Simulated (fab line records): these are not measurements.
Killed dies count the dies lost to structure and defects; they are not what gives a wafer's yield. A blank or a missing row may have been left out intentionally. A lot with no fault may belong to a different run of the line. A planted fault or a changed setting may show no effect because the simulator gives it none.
Matching of chambers || flow n5-finfet || N5_BEOL_M2_STRIP_19 on rie-diel-02 has 4 sister chambers
The step strips in O2. 14 wafers are shown with their chamber, then 7 later ones without.

WAFERS PAIRED WITH THEIR CHAMBERS
{"wafer": "L075.1", "chamber": 2, "showerhead-plenum-p-Torr (Torr)": 2.00, "drypump-motor-current-A (A)": 5.0, "throttle-valve-pct (%)": 16.98}
{"wafer": "L075.2", "chamber": 0, "showerhead-plenum-p-Torr (Torr)": 2.10, "drypump-motor-current-A (A)": 5.6, "throttle-valve-pct (%)": 17.01}
{"wafer": "L075.4", "chamber": 1, "showerhead-plenum-p-Torr (Torr)": 2.05, "drypump-motor-current-A (A)": 5.3, "throttle-valve-pct (%)": 16.36}
{"wafer": "L079.4", "chamber": 1, "showerhead-plenum-p-Torr (Torr)": 2.05, "drypump-motor-current-A (A)": 5.4, "throttle-valve-pct (%)": 16.39}
{"wafer": "L079.5", "chamber": 1, "showerhead-plenum-p-Torr (Torr)": 2.05, "drypump-motor-current-A (A)": 5.3, "throttle-valve-pct (%)": 16.38}
{"wafer": "L079.6", "chamber": 0, "showerhead-plenum-p-Torr (Torr)": 2.10, "drypump-motor-current-A (A)": 5.6, "throttle-valve-pct (%)": 17.03}
{"wafer": "L081.2", "chamber": 2, "showerhead-plenum-p-Torr (Torr)": 2.00, "drypump-motor-current-A (A)": 5.0, "throttle-valve-pct (%)": 17.02}
{"wafer": "L081.4", "chamber": 1, "showerhead-plenum-p-Torr (Torr)": 2.05, "drypump-motor-current-A (A)": 5.3, "throttle-valve-pct (%)": 16.40}
{"wafer": "L081.6", "chamber": 2, "showerhead-plenum-p-Torr (Torr)": 2.00, "drypump-motor-current-A (A)": 5.0, "throttle-valve-pct (%)": 17.01}
{"wafer": "L087.3", "chamber": 1, "showerhead-plenum-p-Torr (Torr)": 2.05, "drypump-motor-current-A (A)": 5.4, "throttle-valve-pct (%)": 16.42}
{"wafer": "L087.5", "chamber": 3, "showerhead-plenum-p-Torr (Torr)": 2.10, "drypump-motor-current-A (A)": 4.9, "throttle-valve-pct (%)": 16.75}
{"wafer": "L087.6", "chamber": 0, "showerhead-plenum-p-Torr (Torr)": 2.09, "drypump-motor-current-A (A)": 5.6, "throttle-valve-pct (%)": 17.06}
{"wafer": "L088.1", "chamber": 2, "showerhead-plenum-p-Torr (Torr)": 2.00, "drypump-motor-current-A (A)": 5.0, "throttle-valve-pct (%)": 17.03}
{"wafer": "L088.2", "chamber": 3, "showerhead-plenum-p-Torr (Torr)": 2.10, "drypump-motor-current-A (A)": 4.9, "throttle-valve-pct (%)": 16.75}

SIGNATURES (averages over the wafers above)
{"reading": "showerhead-plenum-p-Torr", "chamber 0": 2.0967, "chamber 1": 2.0500, "chamber 2": 2.0000, "chamber 3": 2.1000, "scatter within a chamber": 0.00258}
{"reading": "drypump-motor-current-A", "chamber 0": 5.600, "chamber 1": 5.340, "chamber 2": 5.000, "chamber 3": 4.900, "scatter within a chamber": 0.0346}
{"reading": "throttle-valve-pct", "chamber 0": 17.0333, "chamber 1": 16.3900, "chamber 2": 17.0100, "chamber 3": 16.7500, "scatter within a chamber": 0.0216}
Rule: a wafer's distance from a chamber is the root of the sum, over the readings, of the square of ((its reading less the chamber's mean) divided by the reading's scatter). The wafer belongs to the nearest chamber; if the next one is less than 2 further off, it can't be placed. The scatter: the root of (the sum of the squares of (reading less its chamber's mean) over the shown wafers, divided by (wafers less chambers)).

WAFERS WITHOUT THEIR CHAMBER
{"wafer": "L088.3", "showerhead-plenum-p-Torr (Torr)": 2.04, "drypump-motor-current-A (A)": 5.3, "throttle-valve-pct (%)": 16.41}
{"wafer": "L091.3", "showerhead-plenum-p-Torr (Torr)": 2.09, "drypump-motor-current-A (A)": 4.9, "throttle-valve-pct (%)": 16.79}
{"wafer": "L091.4", "showerhead-plenum-p-Torr (Torr)": 2.04, "drypump-motor-current-A (A)": 5.4, "throttle-valve-pct (%)": 16.43}
{"wafer": "L091.6", "showerhead-plenum-p-Torr (Torr)": 1.99, "drypump-motor-current-A (A)": 5.0, "throttle-valve-pct (%)": 17.06}
{"wafer": "L095.2", "showerhead-plenum-p-Torr (Torr)": 2.04, "drypump-motor-current-A (A)": 5.3, "throttle-valve-pct (%)": 16.44}
{"wafer": "L095.3", "showerhead-plenum-p-Torr (Torr)": 2.09, "drypump-motor-current-A (A)": 5.6, "throttle-valve-pct (%)": 17.09}
{"wafer": "L095.6", "showerhead-plenum-p-Torr (Torr)": 2.09, "drypump-motor-current-A (A)": 4.9, "throttle-valve-pct (%)": 16.78}

EACH ONE'S CHAMBER
{"wafer": "L088.3", "from the rows above": 1, "in truth": 1}
{"wafer": "L091.3", "from the rows above": 3, "in truth": 3}
{"wafer": "L091.4", "from the rows above": 1, "in truth": 1}
{"wafer": "L091.6", "from the rows above": 2, "in truth": 2}
{"wafer": "L095.2", "from the rows above": 1, "in truth": 1}
{"wafer": "L095.3", "from the rows above": 0, "in truth": 0}
{"wafer": "L095.6", "from the rows above": 3, "in truth": 3}
Correct placement for 7 of the 7. Left unplaced by these rows: 0. Wrongly placed: 0.
